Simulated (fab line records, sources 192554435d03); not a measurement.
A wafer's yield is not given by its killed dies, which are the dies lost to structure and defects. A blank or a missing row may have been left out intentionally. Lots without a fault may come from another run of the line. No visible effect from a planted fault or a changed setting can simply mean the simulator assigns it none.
Which of the tools did it? | flow n5Finfet | 24 lots, 72 wafers sampled, at 6 steps of a route of 1938

WHAT EACH GAUGE READ, for each wafer
N5_BEOL_M15_RS_MEAS_54: the measuring method here is four-point-probe.
lot  | measured     | on           | M15_RS (ohm/sq)
L074 | day 12 04:28 | filmMetro-02 | 0.0220 0.0220 0.0212
L075 | day 12 17:14 | filmMetro-02 | 0.0213 0.0216 0.0213
L076 | day 14 02:43 | filmMetro-01 | 0.0220 0.0221 0.0223
L077 | day 14 03:32 | filmMetro-02 | 0.0221 0.0211 0.0220
L079 | day 14 03:42 | filmMetro-01 | 0.0219 0.0218 0.0214
L078 | day 14 10:32 | filmMetro-02 | 0.0209 0.0211 0.0217
L082 | day 15 01:41 | filmMetro-01 | 0.0219 0.0218 0.0209
L081 | day 15 05:57 | filmMetro-02 | 0.0212 0.0222 0.0222
L084 | day 15 09:41 | filmMetro-01 | 0.0213 0.0214 0.0219
L080 | day 15 23:53 | filmMetro-02 | 0.0215 0.0209 0.0219
L087 | day 16 00:53 | filmMetro-02 | 0.0210 0.0210 0.0221
L085 | day 16 01:09 | filmMetro-01 | 0.0217 0.0221 0.0212
L083 | day 16 01:32 | filmMetro-02 | 0.0217 0.0222 0.0213
L086 | day 16 14:27 | filmMetro-01 | 0.0216 0.0211 0.0221
L088 | day 16 14:42 | filmMetro-02 | 0.0211 0.0223 0.0221
L091 | day 16 16:13 | filmMetro-01 | 0.0220 0.0214 0.0211
L089 | day 16 22:59 | filmMetro-02 | 0.0216 0.0222 0.0215
L092 | day 17 13:52 | filmMetro-02 | 0.0213 0.0215 0.0220
L094 | day 18 00:55 | filmMetro-02 | 0.0211 0.0219 0.0210
L093 | day 18 04:22 | filmMetro-01 | 0.0222 0.0211 0.0214
L090 | day 18 10:25 | filmMetro-02 | 0.0214 0.0220 0.0221
L095 | day 18 10:37 | filmMetro-02 | 0.0219 0.0219 0.0214
L096 | day 18 20:55 | filmMetro-02 | 0.0216 0.0224 0.0214
L097 | day 19 05:46 | filmMetro-01 | 0.0214 0.0214 0.0217

N5_MIM_TOP_LITHO_OVL_MEAS_11.
lot  | measured     | on         | MIM_TOP_OVL (nm)
L074 | day 12 08:31 | overlay-02 | -3 7 -1
L075 | day 12 21:13 | overlay-02 | 4 -4 -1
L076 | day 14 08:59 | overlay-02 | -6 -9 -4
L077 | day 14 11:50 | overlay-02 | 3 -6 -3
L079 | day 14 12:00 | overlay-01 | 10 4 9
L078 | day 14 17:29 | overlay-01 | -4 1 10
L082 | day 15 09:09 | overlay-02 | 4 -7 -8
L081 | day 15 12:20 | overlay-02 | 7 5 -9
L084 | day 15 13:59 | overlay-01 | -5 -3 1
L080 | day 16 04:40 | overlay-02 | -11 -8 -1
L087 | day 16 04:58 | overlay-01 | 2 -4 2
L085 | day 16 05:13 | overlay-02 | -6 -7 -12
L083 | day 16 05:36 | overlay-01 | -3 -1 -5
L086 | day 16 18:55 | overlay-01 | -4 6 -5
L088 | day 16 19:43 | overlay-02 | 9 2 5
L091 | day 16 19:53 | overlay-02 | 0 -1 -7
L089 | day 17 02:23 | overlay-01 | -5 -7 2
L092 | day 17 17:22 | overlay-01 | -3 -4 -8
L094 | day 18 04:21 | overlay-02 | 3 -7 -4
L093 | day 18 10:00 | overlay-02 | 4 3 6
L090 | day 18 14:40 | overlay-01 | -4 -3 1
L095 | day 18 15:27 | overlay-01 | -1 -11 -3
L096 | day 19 00:13 | overlay-02 | 3 3 -4
L097 | day 19 09:57 | overlay-01 | 4 -10 6

WHAT TOOL EACH LOT RAN ON (gives the tool, then ch and the chambers of the sampled wafers, and finally the start)
lot  | N5_BEOL_M15_PRE_CLEAN_42    | N5_BEOL_M15_SPUTTER_45      | N5_BEOL_M15_CMP_49            | N5_MIM_TOP_ALD_00
L074 | pvdSputter-01, day 12 03:05 | pvdSputter-01, day 12 03:17 | cmp-01 ch 0,1,2, day 12 04:03 | aldHk-03 ch 1,2,3, day 12 06:42
L075 | pvdSputter-01, day 12 15:40 | pvdSputter-01, day 12 15:52 | cmp-04 ch 1,2,3, day 12 16:51 | aldHk-01 ch 0,3, day 12 19:38
L076 | pvdSputter-02, day 13 23:22 | pvdSputter-02, day 13 23:34 | cmp-03 ch 0,1,3, day 14 02:17 | aldHk-01 ch 1,2,3, day 14 05:32
L077 | pvdSputter-02, day 14 02:03 | pvdSputter-02, day 14 02:15 | cmp-01 ch 0,1,3, day 14 03:14 | aldHk-02 ch 1,2,3, day 14 08:23
L079 | pvdSputter-01, day 14 02:14 | pvdSputter-01, day 14 02:26 | cmp-03 ch 0,3, day 14 03:19   | aldHk-01 ch 0,1,2, day 14 08:32
L078 | pvdSputter-02, day 14 09:15 | pvdSputter-02, day 14 09:27 | cmp-01 ch 0,2,3, day 14 10:11 | aldHk-03 ch 0,3, day 14 12:32
L082 | pvdSputter-03, day 15 00:24 | pvdSputter-03, day 15 00:36 | cmp-03 ch 0,1,3, day 15 01:18 | aldHk-02 ch 0,2,3, day 15 03:44
L081 | pvdSputter-01, day 15 03:56 | pvdSputter-01, day 15 04:08 | cmp-04 ch 0,1, day 15 05:32   | aldHk-03 ch 0,2,3, day 15 11:03
L084 | pvdSputter-03, day 15 08:25 | pvdSputter-03, day 15 08:37 | cmp-01 ch 0,1,3, day 15 09:23 | aldHk-02 ch 0,1,3, day 15 11:31
L080 | pvdSputter-01, day 15 22:35 | pvdSputter-01, day 15 22:47 | cmp-01 ch 0,2,3, day 15 23:30 | aldHk-02 ch 0,1,2, day 16 03:07
L087 | pvdSputter-03, day 15 23:19 | pvdSputter-03, day 15 23:31 | cmp-01 ch 0,1,2, day 16 00:32 | aldHk-03 ch 0,2,3, day 16 03:37
L085 | pvdSputter-01, day 15 23:50 | pvdSputter-01, day 16 00:02 | cmp-03 ch 0,2,3, day 16 00:49 | aldHk-01 ch 0,2,3, day 16 03:50
L083 | pvdSputter-03, day 16 00:15 | pvdSputter-03, day 16 00:27 | cmp-04 ch 0,1, day 16 01:07   | aldHk-02 ch 2,3, day 16 04:18
L086 | pvdSputter-01, day 16 10:58 | pvdSputter-01, day 16 11:10 | cmp-03 ch 1,2, day 16 14:04   | aldHk-01 ch 0,1,2, day 16 17:43
L088 | pvdSputter-03, day 16 11:04 | pvdSputter-03, day 16 11:16 | cmp-01 ch 1,2,3, day 16 14:17 | aldHk-02 ch 0,1,2, day 16 17:50
L091 | pvdSputter-03, day 16 14:52 | pvdSputter-03, day 16 15:05 | cmp-04 ch 1,2,3, day 16 15:48 | aldHk-03 ch 0,2, day 16 18:11
L089 | pvdSputter-02, day 16 21:40 | pvdSputter-02, day 16 21:52 | cmp-04 ch 0,1,3, day 16 22:38 | aldHk-03 ch 1,2,3, day 17 00:56
L092 | pvdSputter-03, day 17 12:33 | pvdSputter-03, day 17 12:45 | cmp-01 ch 1,2,3, day 17 13:26 | aldHk-02 ch 1,2,3, day 17 16:20
L094 | pvdSputter-02, day 17 23:36 | pvdSputter-02, day 17 23:48 | cmp-04 ch 0,1,2, day 18 00:31 | aldHk-01 ch 0,1,3, day 18 03:02
L093 | pvdSputter-03, day 18 03:05 | pvdSputter-03, day 18 03:17 | cmp-03 ch 0,2,3, day 18 03:56 | aldHk-01 ch 0,1,3, day 18 08:29
L090 | pvdSputter-03, day 18 08:41 | pvdSputter-03, day 18 08:53 | cmp-03 ch 0,1,3, day 18 09:59 | aldHk-02 ch 0,2,3, day 18 12:04
L095 | pvdSputter-01, day 18 09:05 | pvdSputter-01, day 18 09:17 | cmp-01 ch 1,2,3, day 18 10:12 | aldHk-01 ch 1,2,3, day 18 13:37
L096 | pvdSputter-02, day 18 18:37 | pvdSputter-02, day 18 18:49 | cmp-03 ch 0,1,3, day 18 20:30 | aldHk-01 ch 1,2,3, day 18 22:25
L097 | pvdSputter-01, day 19 04:28 | pvdSputter-01, day 19 04:40 | cmp-03 ch 0,1,2, day 19 05:23 | aldHk-02 ch 0,2,3, day 19 08:43
- N5_BEOL_M15_PRE_CLEAN_42: time 30 s.
- N5_BEOL_M15_SPUTTER_45: material Cu, target thk 100 nm, time 16.67 s.
- N5_BEOL_M15_CMP_49: polishes, stops on SiO2, t overpolish 4.9 s, target thk 850 nm.
- N5_MIM_TOP_ALD_00: deposits Al2O3, purge time 3 s, co reactant pulse time 3 s.

AS READ BY THE TOOLS THEMSELVES (means over the sampled wafers that have a number; for cases with no such wafer, the mark the record gives instead)
N5_BEOL_M15_PRE_CLEAN_42.
lot  | tool          | heaterPowerW (W)
L074 | pvdSputter-01 | 434
L075 | pvdSputter-01 | 465
L076 | pvdSputter-02 | 475
L077 | pvdSputter-02 | 485
L079 | pvdSputter-01 | 516
L078 | pvdSputter-02 | 447
L082 | pvdSputter-03 | 445
L081 | pvdSputter-01 | 449
L084 | pvdSputter-03 | 463
L080 | pvdSputter-01 | 479
L087 | pvdSputter-03 | 430
L085 | pvdSputter-01 | 492
L083 | pvdSputter-03 | 411
L086 | pvdSputter-01 | 453
L088 | pvdSputter-03 | 447
L091 | pvdSputter-03 | 484
L089 | pvdSputter-02 | 455
L092 | pvdSputter-03 | 425
L094 | pvdSputter-02 | 453
L093 | pvdSputter-03 | 465
L090 | pvdSputter-03 | 419
L095 | pvdSputter-01 | 511
L096 | pvdSputter-02 | 446
L097 | pvdSputter-01 | 437

N5_BEOL_M15_SPUTTER_45.
lot  | tool          | throttleValvePct (%)
L074 | pvdSputter-01 | 30.8
L075 | pvdSputter-01 | 31.1
L076 | pvdSputter-02 | 29.9
L077 | pvdSputter-02 | 29.4
L079 | pvdSputter-01 | 31.6
L078 | pvdSputter-02 | 29.4
L082 | pvdSputter-03 | 29.9
L081 | pvdSputter-01 | 30.8
L084 | pvdSputter-03 | 29.6
L080 | pvdSputter-01 | 31.4
L087 | pvdSputter-03 | 29.9
L085 | pvdSputter-01 | 31.4
L083 | pvdSputter-03 | 31.0
L086 | pvdSputter-01 | 31.2
L088 | pvdSputter-03 | 30.0
L091 | pvdSputter-03 | 29.9
L089 | pvdSputter-02 | 29.7
L092 | pvdSputter-03 | 30.6
L094 | pvdSputter-02 | 30.1
L093 | pvdSputter-03 | 29.7
L090 | pvdSputter-03 | 30.7
L095 | pvdSputter-01 | 31.4
L096 | pvdSputter-02 | 29.4
L097 | pvdSputter-01 | 31.1

N5_BEOL_M15_CMP_49.
lot  | tool   | barrierFieldEndpointS (s) | clearingPlatenDownForcePsi (psi) | headPressurePsi (psi) | motorCurrentA (A) | overpolishRunS (s) | platenRpm (rpm)
L074 | cmp-01 | 11.29                     | 1.998                            | 1.997                 | 7.7               | 4.890              | 80.03
L075 | cmp-04 | 11.26                     | 2.000                            | 1.998                 | 7.2               | 4.911              | 79.99
L076 | cmp-03 | 11.56                     | 2.001                            | 2.001                 | 8.3               | 4.891              | 79.96
L077 | cmp-01 | 11.42                     | 2.003                            | 2.001                 | 7.5               | 4.903              | 80.00
L079 | cmp-03 | 11.46                     | 2.001                            | 1.995                 | 8.2               | 4.903              | 79.97
L078 | cmp-01 | 11.41                     | 2.000                            | 1.998                 | 8.3               | 4.909              | 79.99
L082 | cmp-03 | 11.22                     | 2.000                            | 1.999                 | 8.2               | 4.893              | 79.96
L081 | cmp-04 | 11.20                     | 2.000                            | 2.000                 | 7.3               | 4.898              | 79.96
L084 | cmp-01 | 11.69                     | 2.000                            | 1.994                 | 7.5               | 4.899              | 80.01
L080 | cmp-01 | 11.52                     | 2.001                            | 2.002                 | 8.2               | 4.893              | 79.98
L087 | cmp-01 | 11.32                     | 1.996                            | 2.000                 | 7.9               | 4.895              | 79.99
L085 | cmp-03 | 11.16                     | 2.000                            | 2.002                 | 8.2               | 4.896              | 80.06
L083 | cmp-04 | 10.95                     | 1.999                            | 2.001                 | 7.4               | 4.891              | 79.98
L086 | cmp-03 | 11.23                     | 2.004                            | 2.004                 | 8.0               | 4.905              | 79.96
L088 | cmp-01 | 11.37                     | 2.004                            | 1.997                 | 7.8               | 4.906              | 80.03
L091 | cmp-04 | 11.18                     | 2.000                            | 2.005                 | 6.8               | 4.896              | 80.01
L089 | cmp-04 | 11.22                     | 1.997                            | 2.004                 | 6.8               | 4.895              | 79.95
L092 | cmp-01 | 11.18                     | 2.003                            | 1.999                 | 8.0               | 4.908              | 80.03
L094 | cmp-04 | 11.68                     | 2.000                            | 2.001                 | 7.4               | 4.900              | 80.02
L093 | cmp-03 | 11.01                     | 2.001                            | 1.999                 | 8.1               | 4.899              | 79.95
L090 | cmp-03 | 11.00                     | 2.000                            | 2.003                 | 8.3               | 4.901              | 80.04
L095 | cmp-01 | 11.51                     | 2.004                            | 2.003                 | 7.8               | 4.899              | 80.00
L096 | cmp-03 | 11.42                     | 2.001                            | 2.001                 | 8.2               | 4.903              | 79.97
L097 | cmp-03 | 11.12                     | 2.000                            | 1.999                 | 7.9               | 4.899              | 80.00

N5_MIM_TOP_ALD_00.
lot  | tool     | precursorPulseHeightRel
L074 | aldHk-03 | 0.990
L075 | aldHk-01 | 1.005
L076 | aldHk-01 | 0.986
L077 | aldHk-02 | 1.020
L079 | aldHk-01 | 1.007
L078 | aldHk-03 | 1.009
L082 | aldHk-02 | 1.009
L081 | aldHk-03 | 1.004
L084 | aldHk-02 | 0.992
L080 | aldHk-02 | 1.000
L087 | aldHk-03 | 1.006
L085 | aldHk-01 | 1.015
L083 | aldHk-02 | 0.997
L086 | aldHk-01 | 0.969
L088 | aldHk-02 | 0.989
L091 | aldHk-03 | 0.992
L089 | aldHk-03 | 1.011
L092 | aldHk-02 | 1.008
L094 | aldHk-01 | 0.993
L093 | aldHk-01 | 0.994
L090 | aldHk-02 | 0.992
L095 | aldHk-01 | 0.990
L096 | aldHk-01 | 1.004
L097 | aldHk-02 | 1.000

THE ANSWER, worked out from the rows above alone
Rule: usual is defined by the lots themselves. Put in order of their means at a reading, lots are off if they are a third of the lots or fewer, leave a main group of 4 or more, and stand apart from it by a gap of 3 or more times the standard deviation of the main group's means; of several such gaps the widest counts. The tables above print the reading to a certain number of digits; a main group whose means all agree to those digits is not used. Also off: a lot with no number at a reading for which 4 or more lots have one. Where the step has rows for the other lots, those lots are counted as sound. After the gauges, taken in route order, come the tools' own readings; for these a lot's mean is taken, as printed above. At the first step where some lot is off, the reading lying furthest off is the one used; lots without a number count as furthest.
Nothing can be told from this: no lot is off at any reading shown.

WHAT HAD BEEN PUT IN BY THE SIMULATOR
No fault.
